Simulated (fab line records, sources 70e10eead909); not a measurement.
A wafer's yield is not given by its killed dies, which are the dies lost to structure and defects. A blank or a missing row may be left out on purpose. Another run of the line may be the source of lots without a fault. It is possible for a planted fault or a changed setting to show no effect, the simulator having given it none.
Matching of chambers + flow nand harc + NHARC_A_BLC_DESCUM_15 on rie diel-12 has 4 sister chambers
The step chemistry O2, time 3 s. 14 wafers are shown with their chamber, then 7 later ones without.

## EACH WAFER AND ITS CHAMBER
| wafer  | chamber | showerhead plenum p Torr (Torr) | throttle valve pct (%) | oes product au (a.u.) |
|--------|---------|---------------------------------|------------------------|-----------------------|
| L623.1 | 0       | 1.84                            | 11.321                 | 1.012                 |
| L623.5 | 3       | 1.94                            | 11.322                 | 1.007                 |
| L623.6 | 2       | 2.01                            | 11.308                 | 1.008                 |
| L624.1 | 2       | 2.01                            | 11.293                 | 1.019                 |
| L624.4 | 1       | 1.87                            | 11.319                 | 1.013                 |
| L624.5 | 0       | 1.84                            | 11.315                 | 1.007                 |
| L626.4 | 1       | 1.87                            | 11.315                 | 1.012                 |
| L626.5 | 2       | 2.01                            | 11.305                 | 1.008                 |
| L626.6 | 1       | 1.87                            | 11.302                 | 1.022                 |
| L632.2 | 1       | 1.87                            | 11.315                 | 1.007                 |
| L632.3 | 2       | 2.00                            | 11.314                 | 1.002                 |
| L632.4 | 0       | 1.84                            | 11.326                 | 1.007                 |
| L634.3 | 0       | 1.84                            | 11.316                 | 1.021                 |
| L634.5 | 1       | 1.87                            | 11.308                 | 1.029                 |

SIGNATURES (averages over the wafers above)
| reading                  | chamber 0 | chamber 1 | chamber 2 | chamber 3 | scatter within a chamber |
|--------------------------|-----------|-----------|-----------|-----------|--------------------------|
| showerhead plenum p Torr | 1.8400    | 1.8700    | 2.0075    | 1.9400    | 0.00274                  |
| throttle valve pct       | 11.31950  | 11.31180  | 11.30500  | 11.32200  | 0.00703                  |
| oes product au           | 1.01175   | 1.01660   | 1.00925   | 1.00700   | 0.00769                  |
Rule: distance of a wafer from a chamber = root of the sum over the readings of ((wafer's reading minus chamber's mean) / reading's scatter) squared. The wafer belongs to the nearest chamber; if the next one is less than 2 further off, it can't be placed. The scatter: take each reading less its chamber's mean, square it, sum over the shown wafers, divide by the number of wafers less the number of chambers, and take the root.

## WAFERS WITHOUT THEIR CHAMBER
| wafer  | showerhead plenum p Torr (Torr) | throttle valve pct (%) | oes product au (a.u.) |
|--------|---------------------------------|------------------------|-----------------------|
| L634.6 | 2.00                            | 11.317                 | 1.013                 |
| L638.2 | 1.93                            | 11.294                 | 1.003                 |
| L638.5 | 2.00                            | 11.309                 | 0.998                 |
| L638.6 | 1.93                            | 11.316                 | 1.008                 |
| L641.1 | 1.87                            | 11.312                 | 1.007                 |
| L641.2 | 2.00                            | 11.313                 | 1.008                 |
| L641.6 | 1.93                            | 11.306                 | 0.997                 |

## EACH ONE'S CHAMBER
| wafer  | from the rows above | in truth |
|--------|---------------------|----------|
| L634.6 | 2                   | 2        |
| L638.2 | 3                   | 3        |
| L638.5 | 2                   | 2        |
| L638.6 | 3                   | 3        |
| L641.1 | 1                   | 1        |
| L641.2 | 2                   | 2        |
| L641.6 | 3                   | 3        |
7 of 7 placed correctly. Left unplaced by these rows: 0. Number placed wrongly: 0.
